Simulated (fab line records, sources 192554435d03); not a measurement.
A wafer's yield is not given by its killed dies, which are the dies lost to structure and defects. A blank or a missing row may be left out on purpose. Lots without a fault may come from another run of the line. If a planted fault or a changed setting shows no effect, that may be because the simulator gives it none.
fab line records -- flow n5-finfet -- part 2 of 2: steps 5 to 6 of 6
record lots=24, wafers=72, last-day=18
route steps=1938 shown GATE_CUT@487 MOL_CONTACT_COAG@537
lots that met no fault: from a run of the same line without faults
start-h: hours from the record's first day to the start of the lot's first wafer shown -- wait-h: how many hours have passed since the lot's step before this one -- " same as the row above -- L1.1+2: a row that stands for several wafers -- - either no value or no given start -- * or withheld: withheld -- < > ~ a bound
route shown NAME@n: names a module that has steps shown in the file, with the first one's number in the route -- usual: the fault-free wafers' mean and standard deviation -- same: alike in all rows -- chamber/n: place in a boat -- sites: readings site by site -- _std_site: the standard deviation of these -- _edge_site: outer sites' mean less inner sites' -- radius-mm: for every site, how far away it sits from the centre of the wafer -- mask NAME#n: copy n -- behind: the last tool/chamber to shape the wafer -- hold: why the lot was held/for how many hours/how that ended -- device: whichever transistor did not switch (one of n, p or np) -- end of line: at the end of the route, the tests of the same wafers -- where a step has no rows: the recipe by itself -- killed: the dies lost at the first sort to structure and to defects; this is not the yield of the wafer -- map: shows each die of a wafer: x if killed, . if not, _ if none is there
set.NAME: the run value of the setting; set.NAME@STEP: its run value at that earlier step -- model.NAME: the simulator's own value behind a step, which no gauge read
route steps across a sampled set of lots; one table per step, one row per wafer
services: from which hour (start-h, from the record's first day; less than 0 if before it) a tool's chamber was out of use, for how many hours, and why
## steps
# step N5_MOL_CONTACT_COAG_ETCH_15
# recipe chemistry=CH3F/O2, target=SiNx, target-depth-a=70, mask-material=SOC, stop-on=Si:P, over-etch-frac=0.75, ion-energy-ev=120, pressure-mtorr=30, source-w=395, bias-w=73, Ar_flow_sccm=150, CH3F_flow_sccm=30, O2_flow_sccm=20
# usual O2_flow_sccm=20.00/0.059, drypump-motor-current-A=5.6/0.41, oes-product-au=0.58/0.066, rf-vpp-V=296.4/2.3, showerhead-plenum-p-Torr=2.01/0.07, throttle-valve-pct=16.37/0.28
lot.wafer,tool,chamber,start-h,wait-h,O2_flow_sccm,drypump-motor-current-A,oes-product-au,rf-hours-counter-h,rf-vpp-V,showerhead-plenum-p-Torr,throttle-valve-pct
L074.1,rie-diel-05,1,88.04,0.0,20.05,6.1,0.49,249,296.6,2.05,16.42
L074.4,rie-diel-05,2,88.04,0.0,20.01,5.6,0.67,-,292.8,1.95,16.44
L074.5,rie-diel-05,1,88.04,0.0,20.10,6.1,0.49,-,298.2,2.05,16.42
L075.2,rie-diel-05,0,92.70,0.0,20.02,5.5,0.68,8,297.9,1.96,15.98
L075.4,rie-diel-05,0,92.70,0.0,19.93,5.5,0.68,-,297.5,1.96,15.99
L075.6,rie-diel-05,1,92.70,0.0,20.06,6.1,0.50,-,297.8,2.05,16.42
L076.1,rie-diel-05,0,99.80,0.0,19.97,5.5,0.67,12,295.7,1.96,16.00
L076.2,rie-diel-05,1,99.80,0.0,19.98,6.1,0.49,254,295.9,2.04,16.41
L076.4,rie-diel-05,2,99.80,0.0,19.99,5.6,0.66,-,294.6,1.95,16.46
L077.1,rie-diel-01,3,105.82,0.0,20.01,5.3,0.61,72,298.8,1.94,15.92
L077.2,rie-diel-01,1,105.82,0.0,19.97,5.7,0.52,199,297.1,1.99,16.47
L077.5,rie-diel-01,1,105.82,0.0,19.94,5.7,0.52,-,296.8,1.99,16.47
L078.2,rie-diel-05,3,117.07,0.0,19.98,5.0,0.69,4,302.3,2.14,16.14
L078.4,rie-diel-05,0,117.07,0.0,20.02,5.5,0.66,-,297.4,1.96,16.01
L078.6,rie-diel-05,3,117.07,0.0,20.01,5.0,0.69,-,300.3,2.14,16.13
L079.3,rie-diel-06,3,120.83,0.0,20.05,5.7,0.52,217,298.5,2.06,16.73
L079.4,rie-diel-06,1,120.83,0.0,20.01,6.2,0.66,21,294.3,2.14,16.35
L079.6,rie-diel-06,2,120.83,0.0,20.06,5.8,0.54,-,294.5,1.99,16.53
L080.3,rie-diel-05,1,128.43,0.0,19.93,6.1,0.72,0,296.2,2.04,15.91
L080.5,rie-diel-05,0,128.43,0.0,20.05,5.5,0.66,-,295.1,1.96,16.02
L080.6,rie-diel-05,3,128.43,0.0,19.94,5.0,0.68,-,301.3,2.13,16.13
L081.2,rie-diel-05,0,133.58,0.0,19.89,5.5,0.65,23,295.6,1.96,16.02
L081.3,rie-diel-05,2,133.58,0.0,20.07,5.6,0.63,52,294.8,1.95,16.48
L081.4,rie-diel-05,3,133.58,0.0,19.99,5.0,0.67,12,302.4,2.13,16.14
L082.2,rie-diel-06,1,140.38,0.0,19.95,6.3,0.65,28,294.0,2.14,16.37
L082.4,rie-diel-06,2,140.38,0.0,19.92,5.8,0.53,200,293.6,1.98,16.55
L082.6,rie-diel-06,2,140.38,0.0,20.05,5.8,0.54,-,293.7,1.98,16.55
L083.1,rie-diel-01,1,142.59,0.0,19.99,5.6,0.52,212,296.8,1.99,16.48
L083.2,rie-diel-01,3,142.59,0.0,20.00,5.3,0.60,85,300.1,1.94,15.94
L083.3,rie-diel-01,2,142.59,0.0,19.99,5.3,0.57,103,293.8,1.93,16.07
L084.2,rie-diel-06,3,152.97,0.0,20.02,5.7,0.51,228,298.1,2.06,16.76
L084.4,rie-diel-06,2,152.97,0.0,19.99,5.8,0.52,-,295.2,1.98,16.56
L084.5,rie-diel-06,1,152.97,0.0,19.98,6.2,0.65,-,292.7,2.13,16.38
L085.1,rie-diel-01,3,159.31,0.0,20.00,5.3,0.59,90,299.3,1.94,15.96
L085.3,rie-diel-01,0,159.31,0.0,20.08,6.2,0.52,219,294.6,1.99,16.77
L085.5,rie-diel-01,2,159.31,0.0,20.05,5.2,0.58,-,294.2,1.93,16.12
L086.2,rie-diel-01,3,165.21,0.0,19.92,5.4,0.59,92,299.0,1.94,15.97
L086.3,rie-diel-01,2,165.21,0.0,20.04,5.3,0.57,111,293.9,1.92,16.10
L086.6,rie-diel-01,1,165.21,0.0,20.01,5.6,0.52,-,297.1,1.98,16.50
L087.1,rie-diel-06,1,168.52,0.0,20.02,6.2,0.64,38,295.4,2.13,16.39
L087.3,rie-diel-06,2,168.52,0.0,20.08,5.8,0.53,210,295.0,1.98,16.56
L087.6,rie-diel-06,3,168.52,0.0,20.09,5.7,0.51,-,299.4,2.06,16.78
L088.1,rie-diel-06,2,176.36,0.0,20.00,5.8,0.53,213,294.3,1.98,16.56
L088.4,rie-diel-06,3,176.36,0.0,19.91,5.7,0.50,236,297.5,2.06,16.79
L088.6,rie-diel-06,1,176.36,0.0,19.89,6.2,0.63,-,294.4,2.13,16.39
L089.1,rie-diel-05,0,179.64,0.0,20.08,5.5,0.64,38,296.5,1.95,16.02
L089.5,rie-diel-05,1,179.64,0.0,20.04,6.1,0.68,-,297.2,2.04,15.96
L089.6,rie-diel-05,0,179.64,0.0,20.04,5.5,0.64,-,295.7,1.95,16.04
L090.1,rie-diel-06,3,184.24,0.0,20.05,5.7,0.50,239,298.4,2.06,16.80
L090.3,rie-diel-06,1,184.24,0.0,20.03,6.2,0.63,43,295.1,2.13,16.40
L090.4,rie-diel-06,2,184.24,0.0,20.01,5.8,0.52,216,294.6,1.98,16.57
L091.2,rie-diel-06,0,192.88,0.0,20.08,4.8,0.62,65,297.6,2.11,16.46
L091.5,rie-diel-06,3,192.88,0.0,20.06,5.7,0.50,-,299.8,2.06,16.80
L091.6,rie-diel-06,2,192.88,0.0,20.12,5.8,0.52,-,294.9,1.98,16.57
L092.1,rie-diel-01,1,197.98,0.0,20.01,5.6,0.50,232,296.4,1.98,16.53
L092.2,rie-diel-01,0,197.98,0.0,20.01,6.2,0.51,233,293.3,1.98,16.78
L092.4,rie-diel-01,3,197.98,0.0,20.00,5.3,0.59,104,297.4,1.93,16.00
L093.1,rie-diel-06,2,205.62,0.0,19.96,5.8,0.51,220,294.6,1.98,16.58
L093.3,rie-diel-06,3,205.62,0.0,19.94,5.7,0.51,246,298.2,2.05,16.80
L093.4,rie-diel-06,0,205.62,0.0,20.09,4.8,0.61,70,299.5,2.11,16.46
L094.1,rie-diel-01,3,207.18,0.0,20.02,5.4,0.58,106,298.9,1.93,15.97
L094.5,rie-diel-01,0,207.18,0.0,19.99,6.2,0.51,-,293.3,1.98,16.81
L094.6,rie-diel-01,1,207.18,0.0,20.02,5.7,0.50,-,294.7,1.98,16.53
L095.3,rie-diel-05,0,214.65,0.0,19.98,5.5,0.62,49,295.6,1.95,16.06
L095.4,rie-diel-05,1,214.65,0.0,20.02,6.1,0.64,30,295.7,2.03,15.98
L095.6,rie-diel-05,0,214.65,0.0,20.04,5.5,0.62,-,295.8,1.95,16.08
L096.1,rie-diel-01,0,229.29,0.0,19.90,6.2,0.51,243,293.1,1.98,16.81
L096.4,rie-diel-01,2,229.29,0.0,20.00,5.3,0.56,132,295.6,1.92,16.13
L096.5,rie-diel-01,3,229.29,0.0,20.02,5.3,0.58,-,297.3,1.93,16.01
L097.1,rie-diel-06,2,231.92,0.0,20.03,5.9,0.51,231,293.6,1.97,16.60
L097.3,rie-diel-06,0,231.92,0.0,19.96,4.8,0.60,80,298.5,2.11,16.47
L097.5,rie-diel-06,1,231.92,0.0,19.98,6.3,0.62,-,295.7,2.12,16.43
# step N5_MOL_CONTACT_COAG_OVL_MEAS_41
# recipe points-per-wafer=522
# usual VD_OVL=0.0/0.74
# same points-per-wafer=522
lot.wafer,tool,chamber,start-h,wait-h,VD_OVL[nm]
L074.1,overlay-02,0,97.35,0.0,0.8
L074.4,overlay-02,0,97.35,0.0,0.5
L074.5,overlay-02,0,97.35,0.0,0.5
L075.2,overlay-01,0,102.71,0.0,0.3
L075.4,overlay-01,0,102.71,0.0,-0.4
L075.6,overlay-01,0,102.71,0.0,0.1
L076.1,overlay-01,0,111.99,0.0,0.1
L076.2,overlay-01,0,111.99,0.0,1.1
L076.4,overlay-01,0,111.99,0.0,-0.2
L077.1,overlay-02,0,119.54,0.0,-1.9
L077.2,overlay-02,0,119.54,0.0,0.5
L077.5,overlay-02,0,119.54,0.0,-1.2
L078.2,overlay-02,0,129.26,0.0,-0.7
L078.4,overlay-02,0,129.26,0.0,-0.1
L078.6,overlay-02,0,129.26,0.0,-0.8
L079.3,overlay-01,0,132.25,0.0,0.5
L079.4,overlay-01,0,132.25,0.0,0.0
L079.6,overlay-01,0,132.25,0.0,-0.2
L080.3,overlay-02,0,138.74,0.0,0.0
L080.5,overlay-02,0,138.74,0.0,0.8
L080.6,overlay-02,0,138.74,0.0,0.7
L081.2,overlay-01,0,145.37,0.0,-0.4
L081.3,overlay-01,0,145.37,0.0,1.2
L081.4,overlay-01,0,145.37,0.0,-0.5
L082.2,overlay-01,0,151.60,0.0,0.4
L082.4,overlay-01,0,151.60,0.0,1.3
L082.6,overlay-01,0,151.60,0.0,1.4
L083.1,overlay-02,0,152.30,0.0,-1.4
L083.2,overlay-02,0,152.30,0.0,0.0
L083.3,overlay-02,0,152.30,0.0,-0.6
L084.2,overlay-02,0,162.76,0.0,-0.6
L084.4,overlay-02,0,162.76,0.0,-0.4
L084.5,overlay-02,0,162.76,0.0,-0.4
L085.1,overlay-01,0,170.07,0.0,-1.0
L085.3,overlay-01,0,170.07,0.0,0.3
L085.5,overlay-01,0,170.07,0.0,-0.8
L086.2,overlay-01,0,177.60,0.0,0.8
L086.3,overlay-01,0,177.60,0.0,1.0
L086.6,overlay-01,0,177.60,0.0,1.3
L087.1,overlay-02,0,180.22,0.0,0.5
L087.3,overlay-02,0,180.22,0.0,0.8
L087.6,overlay-02,0,180.22,0.0,-0.3
L088.1,overlay-01,0,188.77,0.0,-0.3
L088.4,overlay-01,0,188.77,0.0,0.0
L088.6,overlay-01,0,188.77,0.0,-0.5
L089.1,overlay-01,0,193.18,0.0,0.0
L089.5,overlay-01,0,193.18,0.0,-0.2
L089.6,overlay-01,0,193.18,0.0,-0.7
L090.1,overlay-02,0,197.27,0.0,-0.3
L090.3,overlay-02,0,197.27,0.0,0.5
L090.4,overlay-02,0,197.27,0.0,1.4
L091.2,overlay-02,0,204.06,0.0,-0.8
L091.5,overlay-02,0,204.06,0.0,-0.1
L091.6,overlay-02,0,204.06,0.0,-0.5
L092.1,overlay-02,0,210.74,0.0,-0.7
L092.2,overlay-02,0,210.74,0.0,-0.2
L092.4,overlay-02,0,210.74,0.0,-1.6
L093.1,overlay-01,0,216.02,0.0,0.8
L093.3,overlay-01,0,216.02,0.0,0.8
L093.4,overlay-01,0,216.02,0.0,-0.4
L094.1,overlay-02,0,219.25,0.0,-0.4
L094.5,overlay-02,0,219.25,0.0,-0.7
L094.6,overlay-02,0,219.25,0.0,-0.1
L095.3,overlay-01,0,226.55,0.0,0.4
L095.4,overlay-01,0,226.55,0.0,0.1
L095.6,overlay-01,0,226.55,0.0,0.4
L096.1,overlay-01,0,238.94,0.0,1.7
L096.4,overlay-01,0,238.94,0.0,-0.8
L096.5,overlay-01,0,238.94,0.0,0.4
L097.1,overlay-02,0,247.77,0.0,0.4
L097.3,overlay-02,0,247.77,0.0,0.9
L097.5,overlay-02,0,247.77,0.0,0.4
## services
tool,chamber,start-h,hours,kind
rie-diel-03,1,63.21,7.4,repair
rie-diel-05,3,77.97,4.6,repair
rie-diel-05,3,82.67,-,clean
rie-diel-05,3,82.67,-,consumable-replace:focus-ring
rie-diel-05,3,82.67,-,consumable-replace:showerhead
rie-diel-05,3,82.67,23.6,scheduled-down
rie-diel-05,3,82.67,23.6,vent-cycle
rie-metal-02,1,97.22,-,clean
rie-metal-02,1,97.22,24.0,scheduled-down
rie-metal-02,1,97.22,24.0,vent-cycle
rie-metal-01,-,114.66,2.8,pm
rie-diel-02,1,128.59,14.5,repair
rie-metal-03,0,129.62,17.6,repair
rie-metal-01,-,146.51,1.7,repair
rie-diel-06,0,149.96,9.6,repair
rie-diel-03,1,170.57,-,clean
rie-diel-03,1,170.57,-,consumable-replace:focus-ring
rie-diel-03,1,170.57,23.4,scheduled-down
rie-diel-03,1,170.57,23.4,vent-cycle
rie-diel-06,-,186.01,2.8,pm
rie-diel-06,2,193.07,5.0,repair
rie-diel-06,3,217.63,-,clean
rie-diel-06,3,217.63,-,consumable-replace:focus-ring
rie-metal-03,-,220.80,1.4,pm
